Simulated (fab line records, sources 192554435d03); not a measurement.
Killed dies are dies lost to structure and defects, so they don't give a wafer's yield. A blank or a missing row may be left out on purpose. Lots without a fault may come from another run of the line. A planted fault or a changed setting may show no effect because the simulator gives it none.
fab line records | flow n5_finfet | part 2 of 2: steps 23 to 34 of 34
record lots=5 wafers=15 last_day=19
route steps=1938 shown BEOL_M10@1470
lots that met no fault: from a run of the same line without faults
start_h: hours from the record's first day to the start of the lot's first wafer shown | wait_h: hours since the lot's step before | " the same as in the row above | L1.1+2: a row that stands for several wafers | - no value, or no start given | * or withheld: withheld | < > ~ a bound
route shown NAME@n: a module of which the file shows steps, and the number in the route of the first | usual: mean/standard deviation of fault-free wafers | same: alike in all rows | chamber/n: place in a boat | sites: the reading at each site | _std_site: their standard deviation | _edge_site: outer sites' mean less inner sites' | radius_mm: how far each site lies from the wafer's centre | mask NAME#n: copy n | behind: the tool/chamber that last shaped the wafer | hold: why the lot was held/for how many hours/how that ended | device: the transistor (n, p or np) that didn't switch | end of line: the same wafers' tests at the end of the route | a step without rows: its recipe alone | killed: dies lost to structure and defects at the first sort, not the wafer's yield | map: a wafer's dies, x killed, . not, _ none there
set.NAME: the setting as run; set.NAME@STEP: as run at that earlier step | model.NAME: the simulator's own value behind a step, which no gauge read
lots at some steps of the route; a table a step, a row a wafer
services: from which hour (start_h, from the record's first day; less than 0 if before it) a tool's chamber was out of use, for how many hours, and why
## steps
# step N5_BEOL_M10_STRIP_19
# recipe chemistry=O2 power_w=400 temp_c=40 pressure_mtorr=30 rf_frequency_hz=6e+07 bias_power_w=0 overash_fraction=0.2 o2_flow_sccm=225
# usual drypump_motor_current_A=5.6/0.46 oes_product_au=0.80/0.086 rf_vpp_V=3.7/0.64 showerhead_plenum_p_Torr=2.11/0.084 throttle_valve_pct=16.66/0.27
# columns lot.wafer tool chamber start_h wait_h drypump_motor_current_A oes_product_au rf_hours_counter_h rf_vpp_V showerhead_plenum_p_Torr throttle_valve_pct
L084.1 rie_diel-06 0 287.24 0.1 5.8 0.86 68 4.5 2.20 16.65
L084.3 " 2 " " 4.9 0.94 19 3.5 2.07 16.13
L084.5 " 3 " " 6.0 0.75 - 4.2 2.20 16.94
L088.2 rie_diel-06 2 321.84 0.1 4.9 0.92 31 3.6 2.07 16.14
L088.3 " 3 " " 6.0 0.74 171 3.5 2.20 16.98
L088.5 " 1 " " 5.8 0.72 - 3.3 2.00 16.81
L090.1 rie_diel-05 1 329.37 0.1 5.2 0.88 50 3.8 2.15 16.82
L090.2 " 2 " " 5.2 0.87 58 3.8 2.21 16.30
L090.5 " 3 " " 5.5 0.89 - 4.5 2.14 16.64
L096.2 rie_diel-06 1 385.06 0.2 5.8 0.71 210 3.2 1.99 16.87
L096.4 " 3 " " 6.0 0.73 192 4.1 2.19 17.02
L096.6 " 2 " " 4.9 0.88 - 4.8 2.06 16.18
L097.4 rie_diel-04 3 388.51 0.2 5.7 0.70 232 4.8 1.98 16.97
L097.5 " 2 " " 5.8 0.73 - 3.3 2.10 16.90
L097.6 " 3 " " 5.8 0.70 - 4.8 1.98 16.96
# step N5_BEOL_M10_CD_MEAS_18
# recipe pitch_nm=140 target_cd_nm=70
# usual cd_nm=69.9/0.73
# columns lot.wafer tool chamber start_h wait_h cd_nm
L084.1 cd_sem-02 - 287.31 0.0 70.1
L084.3 " - " " 69.8
L084.5 " - " " 69.6
L088.2 cd_sem-03 - 321.92 0.1 70.8
L088.3 " - " " 70.9
L088.5 " - " " 69.8
L090.1 cd_sem-02 - 329.44 0.0 70.7
L090.2 " - " " 70.2
L090.5 " - " " 70.2
L096.2 cd_sem-01 - 385.13 0.1 70.2
L096.4 " - " " 72.1
L096.6 " - " " 69.6
L097.4 cd_sem-03 - 388.58 0.1 69.7
L097.5 " - " " 69.8
L097.6 " - " " 70.5
# step N5_BEOL_M10_COAT_63
# recipe resist=SOC temp_c=250 time_s=60 spin_rpm=1500 resist_thk_nm=100
# usual spin_speed_rpm=1499.9/0.87
# same time_s=60
# columns lot.wafer tool chamber start_h wait_h spin_speed_rpm
L084.1 litho_track-01 0 287.70 0.4 1500.8
L084.3 " 0 " " 1499.5
L084.5 " 0 " " 1499.2
L088.2 litho_track-02 0 323.25 1.3 1499.5
L088.3 " 0 " " 1499.7
L088.5 " 0 " " 1499.5
L090.1 litho_track-02 0 330.72 1.3 1500.6
L090.2 " 0 " " 1500.0
L090.5 " 0 " " 1500.3
L096.2 litho_track-04 0 386.60 1.5 1500.1
L096.4 " 0 " " 1500.8
L096.6 " 0 " " 1501.0
L097.4 litho_track-02 0 388.64 0.1 1499.7
L097.5 " 0 " " 1499.0
L097.6 " 0 " " 1500.1
# step N5_BEOL_M10_COAT_64
# recipe resist=SiARC temp_c=220 time_s=60 spin_rpm=1500 resist_thk_nm=30
# usual spin_speed_rpm=1500.1/0.83
# same time_s=60
# columns lot.wafer tool chamber start_h wait_h spin_speed_rpm
L084.1 litho_track-01 0 - - 1501.0
L084.3 " 0 " " 1500.0
L084.5 " 0 " " 1500.0
L088.2 litho_track-02 0 - - 1501.4
L088.3 " 0 " " 1501.5
L088.5 " 0 " " 1500.4
L090.1 litho_track-02 0 - - 1498.8
L090.2 " 0 " " 1499.2
L090.5 " 0 " " 1500.0
L096.2 litho_track-04 0 - - 1500.7
L096.4 " 0 " " 1500.3
L096.6 " 0 " " 1499.3
L097.4 litho_track-02 0 - - 1499.7
L097.5 " 0 " " 1500.3
L097.6 " 0 " " 1500.5
# step N5_BEOL_M10_COAT_22
# recipe resist=CAR-ArF spin_rpm=1500 resist_thk_nm=90
# usual spin_speed_rpm=1499.9/0.87
# columns lot.wafer tool chamber start_h wait_h spin_speed_rpm
L084.1 litho_track-01 0 - - 1498.7
L084.3 " 0 " " 1501.1
L084.5 " 0 " " 1500.5
L088.2 litho_track-02 0 - - 1498.7
L088.3 " 0 " " 1500.6
L088.5 " 0 " " 1499.6
L090.1 litho_track-02 0 - - 1500.5
L090.2 " 0 " " 1500.1
L090.5 " 0 " " 1500.8
L096.2 litho_track-04 0 - - 1498.0
L096.4 " 0 " " 1500.0
L096.6 " 0 " " 1500.4
L097.4 litho_track-02 0 - - 1500.4
L097.5 " 0 " " 1501.4
L097.6 " 0 " " 1499.0
# step N5_BEOL_M10_EBR_24
# recipe solvent=PGMEA ebr_width_mm=1.5
# columns lot.wafer tool chamber start_h wait_h
L084.1+3+5 litho_track-01 0 - -
L088.2+3+5 litho_track-02 0 - -
L090.1+2+5 litho_track-02 0 - -
L096.2+4+6 litho_track-04 0 - -
L097.4+5+6 litho_track-02 0 - -
# step N5_BEOL_M10_SOFTBAKE_23
# recipe temp_c=110 time_s=60 resist=CAR-ArF
# same time_s=60
# columns lot.wafer tool chamber start_h wait_h
L084.1+3+5 litho_track-01 0 - -
L088.2+3+5 litho_track-02 0 - -
L090.1+2+5 litho_track-02 0 - -
L096.2+4+6 litho_track-04 0 - -
L097.4+5+6 litho_track-02 0 - -
# step N5_BEOL_M10_EXPOSE_25
# recipe mask_id=V9 na=1.35 source_shape=annular sigma_inner=0.5 sigma_outer=0.8 polarization=unpolarized dose_mj=85.5
# columns lot.wafer tool chamber start_h wait_h mask
L084.1+3+5 arfi_scanner-02 0 287.94 - V9#0
L088.2+3+5 arfi_scanner-01 0 323.50 - V9#0
L090.1+2+5 arfi_scanner-01 0 330.97 - V9#0
L096.2+4+6 arfi_scanner-03 0 386.85 - V9#0
L097.4+5+6 arfi_scanner-02 0 388.90 - V9#0
# step N5_BEOL_M10_PEB_26
# recipe peb_temp_c=withheld peb_time_s=60 resist=CAR-ArF
# columns lot.wafer tool chamber start_h wait_h
L084.1+3+5 litho_track-01 0 288.01 0.1
L088.2+3+5 litho_track-01 0 323.56 0.1
L090.1+2+5 litho_track-02 0 331.03 0.1
L096.2+4+6 litho_track-02 0 386.90 0.1
L097.4+5+6 litho_track-04 0 388.95 0.0
# step N5_BEOL_M10_DEVELOP_27
# recipe develop_time_s=30 developer=TMAH resist=CAR-ArF rinse_liquid=diw dry=air_spin dev_temp_c=23
# columns lot.wafer tool chamber start_h wait_h
L084.1+3+5 litho_track-01 0 - -
L088.2+3+5 litho_track-01 0 - -
L090.1+2+5 litho_track-02 0 - -
L096.2+4+6 litho_track-02 0 - -
L097.4+5+6 litho_track-04 0 - -
# step N5_BEOL_M10_CD_MEAS_28
# recipe target_cd_nm=70 landing_energy_ev=500 detector=se_inlens polarity=opening
# usual cd_nm=70.2/1
# columns lot.wafer tool chamber start_h wait_h cd_nm
L084.1 cd_sem-01 0 288.07 - 67.4
L084.3 " 0 " " 69.2
L084.5 " 0 " " 69.4
L088.2 cd_sem-01 0 323.63 - 70.3
L088.3 " 0 " " 70.4
L088.5 " 0 " " 69.1
L090.1 cd_sem-02 0 331.10 - 71.2
L090.2 " 0 " " 70.3
L090.5 " 0 " " 71.5
L096.2 cd_sem-01 0 386.97 - 71.2
L096.4 " 0 " " 70.2
L096.6 " 0 " " 71.6
L097.4 cd_sem-02 0 389.02 - 69.4
L097.5 " 0 " " 70.5
L097.6 " 0 " " 69.8
# step N5_BEOL_M10_OVL_MEAS_29
# recipe points_per_wafer=44
# usual V9_OVL=-0.6/0.68
# columns lot.wafer tool chamber start_h wait_h V9_OVL[nm]
L084.1 overlay-01 0 288.10 0.0 -1.6
L084.3 " 0 " " -0.9
L084.5 " 0 " " -0.8
L088.2 overlay-02 0 323.66 0.0 -0.2
L088.3 " 0 " " -1.0
L088.5 " 0 " " -0.9
L090.1 overlay-01 0 331.13 0.0 -0.8
L090.2 " 0 " " -1.6
L090.5 " 0 " " -0.7
L096.2 overlay-01 0 387.00 0.0 -0.6
L096.4 " 0 " " -0.1
L096.6 " 0 " " -0.6
L097.4 overlay-02 0 389.05 0.0 -0.8
L097.5 " 0 " " -0.6
L097.6 " 0 " " -0.6
## services
# columns tool chamber start_h hours kind
arfi_scanner-01 - 262.99 0.8 pm
arfi_scanner-02 - 267.64 1.0 repair
rie_diel-04 3 270.27 1.4 repair
rie_diel-05 1 276.52 6.8 repair
arfi_scanner-02 - 288.35 3.9 pm
arfi_scanner-03 - 290.64 3.9 pm
arfi_scanner-01 - 293.20 1.0 pm
arfi_scanner-02 - 294.28 0.8 pm
pvd_sputter-03 - 294.50 0.8 repair
arfi_scanner-03 - 302.53 1.3 pm
arfi_scanner-03 - 304.80 1.0 pm
arfi_scanner-03 - 308.86 0.8 pm
rie_diel-05 2 314.84 9.9 repair
arfi_scanner-02 - 322.06 1.3 pm
pecvd-03 - 324.74 0.7 repair
arfi_scanner-03 - 340.39 0.5 repair
arfi_scanner-03 - 342.22 5.5 pm
rie_diel-04 - 349.59 0.2 repair
arfi_scanner-02 - 351.19 1.2 repair
arfi_scanner-03 - 360.78 3.1 pm
arfi_scanner-02 - 363.24 9.7 repair
rie_diel-04 1 363.68 6.5 repair
uv_cure-03 - 378.82 1.0 pm
rie_diel-05 3 386.33 11.0 repair
